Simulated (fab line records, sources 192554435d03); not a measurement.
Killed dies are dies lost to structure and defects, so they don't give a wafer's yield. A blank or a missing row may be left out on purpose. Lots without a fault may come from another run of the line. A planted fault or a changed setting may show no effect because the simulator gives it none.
A struck lot beside a sound one | flow n5_finfet | 16 steps out of a route of 1938
Sound: wafers L873.1, L873.2, L873.3. Struck: wafers L884.3, L884.4, L884.5. The cause comes at the end.
At each step with rows: each side's tool, then ch and its chambers, then its first start. Under that, the readings that differ: sound wafers | struck wafers | difference of the means | sigmas: that difference in standard deviations of wafers without a fault.
alike: readings whose means differ by less than 2 such deviations, and words and numbers that are the same on both sides. not compared: withheld readings, readings that some wafer has no value for, bounds like >300 that may hide the same value, and numbers for which the record gives no deviation and whose values overlap.
The two part at a step that has a row with sigmas, a row that says differs or no value, or rows on one side only. Numbers that don't overlap but have no deviation are shown without sigmas and don't part them. A reading that every wafer of one side lacks parts them only if that side has two wafers or more.

N5_MOL_CONTACT_COAG_VIA_ETCH_117: etches SiO2 in C4F6/O2, target depth 40 nm, overetch 8 nm, time 26 s.
  sound on rie_diel-03 ch 0,1,2, day 5 05:56; struck on rie_diel-06 ch 1,2,3, day 7 23:00
  alike: C4F6_flow_sccm, drypump_motor_current_A, oes_product_au, rf_vpp_V, showerhead_plenum_p_Torr, throttle_valve_pct
  not compared: rf_hours_counter_h
N5_MOL_CONTACT_COAG_ETCH_124: etches SiNx in CH3F/O2, stops on SiOC, target depth 6.5 nm.
  sound on rie_diel-03 ch 0,1,2, day 5 05:58; struck on rie_diel-06 ch 1,2,3, day 7 23:02
  reading                | sound             | struck            | difference | sigmas
  throttle_valve_pct (%) | 15.88 15.73 16.03 | 16.29 16.43 16.44 | +0.51      | +2
  alike: drypump_motor_current_A, oes_product_au, rf_vpp_V, showerhead_plenum_p_Torr
  not compared: rf_hours_counter_h
N5_MOL_CONTACT_COAG_ETCH_48: etches SiOC in C4F6/O2, target depth 15 nm, overetch 4.5 nm, time 17 s.
  sound on rie_diel-03 ch 0,1,2, day 5 06:00; struck on rie_diel-06 ch 1,2,3, day 7 23:04
  alike: C4F6_flow_sccm, drypump_motor_current_A, oes_product_au, rf_vpp_V, showerhead_plenum_p_Torr, throttle_valve_pct
  not compared: rf_hours_counter_h
N5_MOL_CONTACT_COAG_STRIP_72: strips in N2/H2.
  sound on rie_diel-03 ch 0,1,2, day 5 06:04; struck on rie_diel-06 ch 1,2,3, day 7 23:07
  reading               | sound          | struck         | difference | sigmas
  oes_product_au (a.u.) | 0.95 0.88 0.95 | 0.81 0.79 0.74 | -0.15      | -2
  alike: bias_power_w, drypump_motor_current_A, rf_vpp_V, showerhead_plenum_p_Torr, throttle_valve_pct
  not compared: rf_hours_counter_h
N5_MOL_CONTACT_COAG_STRIP_49: strips in N2/H2, time 30 s.
  sound on plasma_asher-02 ch 0,1, day 5 06:08; struck on plasma_asher-01 ch 0,1, day 7 23:13
  alike: drypump_motor_current_A, heater_power_w
  not compared: rf_hours_counter_h
then, 2 steps without rows for these wafers: N5_MOL_CONTACT_COAG_PRECLEAN_138 (cleans in alkaline clean, time 60 s); N5_MOL_CONTACT_COAG_SRD_139 (time 30 s).
N5_MOL_CONTACT_COAG_CD_MEAS_101: target cd 16 nm.
  sound on cd_sem-02, day 5 06:18; struck on cd_sem-01, day 7 23:21
  alike: cd_nm
then, 4 steps without rows for these wafers: N5_MOL_CONTACT_COAG_PRE_CLEAN_121; N5_MOL_CONTACT_COAG_CVD_140 (deposits W, target thk 66.5 nm, time 215 s); N5_MOL_CONTACT_COAG_PRECLEAN_127 (cleans in DIW, time 57.5 s); N5_MOL_CONTACT_COAG_SRD_128 (dry time 32 s).
N5_MOL_CONTACT_COAG_CMP_52: polishes, stops on SiO2, t overpolish 1.5 s, target thk 66.5 nm.
  sound on cmp-02 ch 1,2,3, day 5 06:45; struck on cmp-03 ch 0,1,2, day 7 23:53
  reading          | sound             | struck            | difference | sigmas
  platen_rpm (rpm) | 50.34 50.27 50.29 | 48.23 48.32 48.33 | -2.01      | -59
  alike: edge_zone_pressure_frac, motor_current_A, overpolish_run_s, time_to_endpoint_s
  not compared: pad_life_wafers
N5_MOL_CONTACT_COAG_THK_MEAS_53:
  sound on film_metro-02, day 5 07:02; struck on film_metro-01, day 8 00:06
  alike: VIA_MOL_THK
-- the record jumps here: 3 days lie between the struck wafers' starts before and after (it left off in module MOL_CONTACT_COAG and takes up again in module BEOL_M4, whose first step shown is number 1111 of the route) --
N5_BEOL_M4_RC_MEAS_101:
  sound on prober-02 ch 0, day 8 11:53; struck on prober-01 ch 0, day 10 22:16
  alike: DIBL_N, DIBL_P, IOFF_N, IOFF_P, ION_N, ION_P, SS_N, SS_P, VT_N, VT_P
-- the record jumps here: 4 days lie between the struck wafers' starts before and after (it left off in module BEOL_M4 and takes up again in module PASSIVATION, whose first step shown is number 1936 of the route) --
N5_PASSIVATION_PROBE_49:
  sound on prober-02, day 12 13:05; struck on prober-02, day 15 09:11
  alike: defect_limited_yield, killed_at_M0_to_M3, killed_at_M4_up, killed_at_contacts, killed_at_front_end, killed_at_other, killed_dies, killed_open, killed_short, sort_bin_5_function, sort_bin_6_memory, sort_bin_8_speed, sort_n_pass

WHERE THEY PART
First at N5_MOL_CONTACT_COAG_ETCH_124; last, within this record, at N5_MOL_CONTACT_COAG_CMP_52. Later steps at which nothing parts them and some readings are alike: N5_MOL_CONTACT_COAG_THK_MEAS_53, N5_BEOL_M4_RC_MEAS_101, N5_PASSIVATION_PROBE_49.

WHY: what the simulator had put in
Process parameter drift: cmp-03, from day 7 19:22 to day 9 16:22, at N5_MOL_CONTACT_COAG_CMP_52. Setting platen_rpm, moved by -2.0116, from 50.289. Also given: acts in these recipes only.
